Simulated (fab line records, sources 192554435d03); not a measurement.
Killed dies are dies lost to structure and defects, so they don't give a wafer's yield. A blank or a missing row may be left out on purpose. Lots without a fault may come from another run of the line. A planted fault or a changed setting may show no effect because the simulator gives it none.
Which tool did it? | flow n5_finfet | 11 lots, 32 wafers sampled, at 3 steps of a route of 1938

WHAT THE GAUGES READ, wafer by wafer
N5_BEOL_M15_CD_MEAS_28: target cd 407.6 nm.
lot  | measured     | on        | cd_nm (nm)
L252 | day 11 22:16 | cd_sem-01 | 404.0 406.2 405.4
L251 | day 11 23:07 | cd_sem-01 | 406.1 406.8 404.3
L253 | day 12 06:25 | cd_sem-03 | 408.6 406.8 410.0
L256 | day 12 17:20 | cd_sem-02 | 405.0 406.9 405.7
L255 | day 12 20:49 | cd_sem-02 | 407.6 408.4 409.8
L259 | day 14 00:44 | cd_sem-03 | 406.7 405.8 405.6
L260 | day 14 10:07 | cd_sem-01 | 407.4 407.4
L263 | day 14 21:39 | cd_sem-02 | 407.5 406.4 407.9
L265 | day 15 12:47 | cd_sem-03 | 407.1 406.3 407.8
L264 | day 15 15:13 | cd_sem-01 | 410.1 409.0 408.3
L267 | day 15 23:29 | cd_sem-02 | 405.5 405.5 406.1

N5_MIM_TOP_LITHO_INSPECT_12: inspects for defects (macro).
lot  | measured     | on                | raw_defect_count
L252 | day 12 10:13 | defect_inspect-02 | 2 2 1
L251 | day 12 11:23 | defect_inspect-01 | 1 4 2
L253 | day 12 14:13 | defect_inspect-02 | 1 2 1
L256 | day 12 23:25 | defect_inspect-02 | 4 3 1
L255 | day 13 03:11 | defect_inspect-01 | 3 5 3
L259 | day 14 11:22 | defect_inspect-01 | 3 6 0
L260 | day 14 20:22 | defect_inspect-01 | 1 2
L263 | day 15 11:17 | defect_inspect-02 | 1 2 3
L265 | day 15 21:17 | defect_inspect-01 | 2 2 1
L264 | day 15 21:20 | defect_inspect-02 | 2 1 0
L267 | day 16 05:46 | defect_inspect-01 | 2 0 1

WHICH TOOL RAN EACH LOT (tool, then ch and the chambers of the sampled wafers, then the start)
lot  | N5_BEOL_M15_ETCH_57
L252 | rie_diel-03 ch 0,1, day 11 21:29
L251 | rie_diel-05 ch 0,1,3, day 11 22:14
L253 | rie_diel-03 ch 1,2,3, day 12 05:31
L256 | rie_diel-06 ch 0,2,3, day 12 16:27
L255 | rie_diel-06 ch 1,2, day 12 20:03
L259 | rie_diel-06 ch 0,1,3, day 13 23:50
L260 | rie_diel-03 ch 2,3, day 14 09:20
L263 | rie_diel-06 ch 1,2,3, day 14 20:53
L265 | rie_diel-03 ch 0,1,3, day 15 12:01
L264 | rie_diel-05 ch 0,3, day 15 14:27
L267 | rie_diel-06 ch 0,1,3, day 15 22:42
- N5_BEOL_M15_ETCH_57: etches SOC in N2/H2, time 750 s.

WHAT THE TOOLS THEMSELVES READ (means of the sampled wafers that have a number; where no wafer has one, the mark that the record gives instead)
N5_BEOL_M15_ETCH_57.
lot  | tool        | drypump_motor_current_A (A) | h2_flow_sccm (sccm) | oes_product_au (a.u.) | rf_fwd_power_W (W) | rf_vpp_V (V) | showerhead_plenum_p_Torr (Torr) | throttle_valve_pct (%)
L252 | rie_diel-03 | 6.0                         | 200.3               | 0.74                  | 2992               | 523.2        | 2.54                            | 17.85
L251 | rie_diel-05 | 5.8                         | 200.5               | 0.83                  | 2998               | 525.7        | 2.59                            | 17.67
L253 | rie_diel-03 | 6.0                         | 200.3               | 0.70                  | 2998               | 524.8        | 2.55                            | 17.90
L256 | rie_diel-06 | 5.7                         | 200.6               | 0.88                  | 3001               | 525.6        | 2.58                            | 17.76
L255 | rie_diel-06 | 5.7                         | 200.3               | 0.85                  | 3004               | 527.9        | 2.68                            | 17.83
L259 | rie_diel-06 | 6.0                         | 199.9               | 0.80                  | 2996               | 524.3        | 2.57                            | 18.09
L260 | rie_diel-03 | 5.9                         | 200.8               | 0.86                  | 2998               | 524.1        | 2.56                            | 17.77
L263 | rie_diel-06 | 5.9                         | 199.9               | 0.79                  | 2997               | 525.4        | 2.60                            | 17.98
L265 | rie_diel-03 | 5.9                         | 199.9               | 0.72                  | 2996               | 523.7        | 2.52                            | 17.91
L264 | rie_diel-05 | 6.2                         | 200.5               | 0.82                  | 2997               | 527.3        | 2.67                            | 17.68
L267 | rie_diel-06 | 6.0                         | 200.1               | 0.78                  | 2998               | 523.8        | 2.56                            | 18.11

THE ANSWER, worked out from the rows above alone
Rule: what is usual is taken from the lots themselves. Put in order of their means at a reading, lots are off if they are a third of the lots or fewer, leave a main group of 4 or more, and stand apart from it by a gap of 3 or more times the standard deviation of the main group's means; of several such gaps the widest counts. A main group whose means are all the same, to the digits that the tables above print for the reading, isn't used. A lot without any number at a reading at which 4 lots or more have one is off too. The other lots that the step has rows for count as sound. The gauges are gone through in route order, then the tools' own readings, and for those a lot's mean is taken as printed above. The first step at which some lot is off is used, and at that step the reading that is off furthest; a lot without a number counts as furthest.
No lot is off at any reading shown: from this, nothing can be told.

WHAT THE SIMULATOR HAD PUT IN
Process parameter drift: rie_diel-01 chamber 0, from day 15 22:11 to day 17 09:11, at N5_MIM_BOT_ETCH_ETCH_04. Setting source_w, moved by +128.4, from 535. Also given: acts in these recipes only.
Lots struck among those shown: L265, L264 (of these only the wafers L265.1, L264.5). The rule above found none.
